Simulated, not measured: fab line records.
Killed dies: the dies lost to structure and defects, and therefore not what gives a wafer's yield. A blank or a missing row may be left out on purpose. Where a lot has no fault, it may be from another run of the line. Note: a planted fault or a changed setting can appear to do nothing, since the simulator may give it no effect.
2 desks, one fault :: flow n5Finfet :: numbers are kept per desk, each desk with only its own; the story behind them comes last

AT THE TOOL OWNER'S DESK: pvdSputter-01
The tool's own readings at N5_BEOL_M12_SPUTTER_45 (material Cu, target thk 80 nm, time 13.33 s): means of the sampled wafers that have a number, for each lot that ran on this tool. Marked OUT: a lot whose mean sits more than 4 standard deviations from the usual mean, which makes it out of limits; the brackets give that distance.
Columns: A = biasV at N5_BEOL_M12_SPUTTER_45, usual 60.0 V; B = cathodeDcPowerW at N5_BEOL_M12_SPUTTER_45, usual 26001 W; C = throttleValvePct at N5_BEOL_M12_SPUTTER_45, usual 30.1 %
lot: L444
first seen here: day 13 13:28
A: 60.0
B: 25998
C: 30.4

lot: L454
first seen here: day 16 09:56
A: 59.6
B: 25249 (-99 or more) OUT
C: 30.3
This desk finds L454 out of limits, L454 being first, at day 16 09:56 (cathodeDcPowerW at N5_BEOL_M12_SPUTTER_45). Within limits: L444.

THE METROLOGY DESK
What the gauges read for every lot (on any tool): the sampled wafers with a number, averaged. Marked OUT: a lot whose mean sits more than 4 standard deviations from the usual mean, which makes it out of limits; the brackets give that distance.
Columns: A = trenchDepthNm at N5_BEOL_M12_OCD_MEAS_35, usual 322 nm
lot: L441
first seen here: day 12 08:52
A: 319

lot: L444
first seen here: day 13 12:48
A: 317

lot: L454
first seen here: day 16 08:35
A: 324

lot: L456
first seen here: day 16 13:44
A: 320

lot: L457
first seen here: day 16 15:08
A: 326
This desk's verdict: no lot among the 5 shows anything out of limits.

ALL TOGETHER
The tool owner's desk had the chance to raise an alarm at day 16 09:56 on L454.
Nothing out of limits was seen by the metrology desk.
The metrology desk has L454 on record, within its limits.
N5_BEOL_M12_SPUTTER_45 was run on pvdSputter-01 by each of the lots named.

WHAT THE SIMULATOR HAD INSERTED
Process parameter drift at N5_BEOL_M12_SPUTTER_45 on pvdSputter-01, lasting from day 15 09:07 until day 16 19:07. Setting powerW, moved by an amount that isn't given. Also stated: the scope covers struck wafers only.
Lots struck among those shown: L454.
Delay in hours, fault start to first out-of-limits reading, by desk: the tool owner's desk at 25.
